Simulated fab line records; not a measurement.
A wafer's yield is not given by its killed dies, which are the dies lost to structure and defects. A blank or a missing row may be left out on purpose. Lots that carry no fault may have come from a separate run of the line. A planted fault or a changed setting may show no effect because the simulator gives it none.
Which of the tools did it? -- flow nandHarc -- Sampling: 14 lots, 42 wafers, 3 of 1302 route steps

## WHAT THE GAUGES READ, wafer by wafer
NHARC_P_BONDPAD_OVL_MEAS_38. Usual: overlayXNm 0 nm, standard deviation 5.8; overlayYNm -2 nm, standard deviation 6.5.
lot,measured,on,overlayXNm (nm),overlayYNm (nm),flag
L189,day 6 17:03,overlay-02,-4 -3 -3,-3 -3 -3,
L188,day 6 18:19,overlay-01,4 4 3,-8 -8 -8,
L190,day 7 07:31,overlay-01,-8 -8 -8,-12 -12 -12,
L191,day 7 19:20,overlay-01,2 2 2,-10 -10 -9,
L192,day 8 02:57,overlay-02,15 15 15,-6 -6 -5,
L193,day 8 15:56,overlay-02,-2 -2 -2,-3 -3 -3,
L194,day 9 02:08,overlay-01,-7 -6 -7,-8 -9 -8,
L196,day 10 04:22,overlay-02,-2 -1 -1,-17 -17 -17,
L198,day 10 22:44,overlay-02,2 1 1,1 1 1,
L199,day 11 08:16,overlay-02,11 12 12,5 5 5,
L200,day 11 09:56,overlay-02,3 3 3,5 4 4,
L201,day 12 17:26,overlay-01,0 0 -1,6 5 6,
L203,day 12 18:12,overlay-01,-7 -7 -7,4 4 4,
L202,day 12 20:35,overlay-01,-2 -2 -2,1 1 1,

## WHAT TOOL EACH LOT RAN ON (gives the tool, then ch and the chambers of the sampled wafers, and finally the start)
lot,NHARC_P_M2_PRE_CLEAN_32,NHARC_P_BONDPAD_DEP_00
L189,"pecvd-02 ch 0,2, day 6 15:23","pecvd-04 ch 0,1, day 6 15:55"
L188,"pecvd-04 ch 0,2, day 6 16:30","pecvd-02 ch 0,1, day 6 16:59"
L190,"pecvd-02 ch 0,1,2, day 7 05:44","pecvd-01 ch 0,1,2, day 7 06:18"
L191,"pecvd-02 ch 0,1,2, day 7 17:33","pecvd-01 ch 0,1,2, day 7 18:02"
L192,"pecvd-01 ch 0,1,2, day 8 01:17","pecvd-02 ch 0,1,2, day 8 01:48"
L193,"pecvd-02 ch 0,1,2, day 8 14:07","pecvd-04 ch 1,2, day 8 14:36"
L194,"pecvd-01 ch 2, day 9 00:05","pecvd-02 ch 0,1, day 9 00:49"
L196,"pecvd-01 ch 0,1,2, day 10 02:35","pecvd-04 ch 0,1, day 10 03:04"
L198,"pecvd-01 ch 0,2, day 10 20:58","pecvd-04 ch 0,1,2, day 10 21:26"
L199,"pecvd-04 ch 0,1,2, day 11 06:28","pecvd-02 ch 0,1,2, day 11 06:57"
L200,"pecvd-04 ch 1,2, day 11 08:09","pecvd-02 ch 0,1, day 11 08:41"
L201,"pecvd-02 ch 0,1,2, day 12 15:46","pecvd-01 ch 0,1, day 12 16:20"
L203,"pecvd-02 ch 0,1,2, day 12 16:26","pecvd-02 ch 0,2, day 12 18:12 or earlier"
L202,"pecvd-01 ch 0,2, day 12 18:46","pecvd-04 ch 1,2, day 12 19:21"
- NHARC_P_M2_PRE_CLEAN_32: time 12 s.
- NHARC_P_BONDPAD_DEP_00: deposits SiCN, target thk 250 nm.

## AS READ BY THE TOOLS THEMSELVES (means over the sampled wafers that have a number; for cases with no such wafer, the mark the record gives instead)
NHARC_P_M2_PRE_CLEAN_32. Usual: heaterPowerOuterW 345 W, standard deviation 50; heaterPowerW 597 W, standard deviation 78; susceptorTempC 369.97 C, standard deviation 0.21.
lot,tool,heaterPowerOuterW (W),heaterPowerW (W),susceptorTempC (C),flag
L189,pecvd-02,293,500,369.74,
L188,pecvd-04,362,657,369.94,
L190,pecvd-02,327,581,369.91,
L191,pecvd-02,309,546,370.11,
L192,pecvd-01,374,630,370.02,
L193,pecvd-02,313,550,369.98,
L194,pecvd-01,341,595,369.99,
L196,pecvd-01,323,567,369.88,
L198,pecvd-01,350,595,370.15,
L199,pecvd-04,414,720,369.87,
L200,pecvd-04,419,702,369.91,
L201,pecvd-02,293,529,369.83,
L203,pecvd-02,291,513,369.95,
L202,pecvd-01,357,584,369.94,

NHARC_P_BONDPAD_DEP_00. Usual: heaterPowerOuterW 317 W, standard deviation 46; heaterPowerW 560 W, standard deviation 74; susceptorTempC 369.98 C, standard deviation 0.21.
lot,tool,heaterPowerOuterW (W),heaterPowerW (W),susceptorTempC (C),flag
L189,pecvd-04,378,691,370.08,
L188,pecvd-02,290,529,370.07,
L190,pecvd-01,319,559,370.20,
L191,pecvd-01,333,570,370.00,
L192,pecvd-02,284,509,370.04,
L193,pecvd-04,381,651,370.15,
L194,pecvd-02,276,488,370.07,
L196,pecvd-04,382,674,369.98,
L198,pecvd-04,386,686,370.02,
L199,pecvd-02,280,510,369.99,
L200,pecvd-02,287,516,369.86,
L201,pecvd-01,298,530,370.20,
L203,pecvd-02,290,509,369.76,
L202,pecvd-04,360,631,369.95,

## THE ANSWER, worked out from the rows above alone
Rule: a lot counts as off when the mean over its wafers that have a number is more than 3 standard deviations away from the usual mean. A lot without any number at a reading at which 4 lots or more have one is off too. The other lots that the step has rows for count as sound. Order of review: gauges by route order, followed by the tools' own readings, for which a lot's mean as printed above is used. The first step at which some lot is off is used, and at that step the reading that is off furthest; a lot without a number counts as furthest.
No lot is off on any of the readings shown, so nothing can be concluded from this.

## WHAT THE SIMULATOR PUT IN
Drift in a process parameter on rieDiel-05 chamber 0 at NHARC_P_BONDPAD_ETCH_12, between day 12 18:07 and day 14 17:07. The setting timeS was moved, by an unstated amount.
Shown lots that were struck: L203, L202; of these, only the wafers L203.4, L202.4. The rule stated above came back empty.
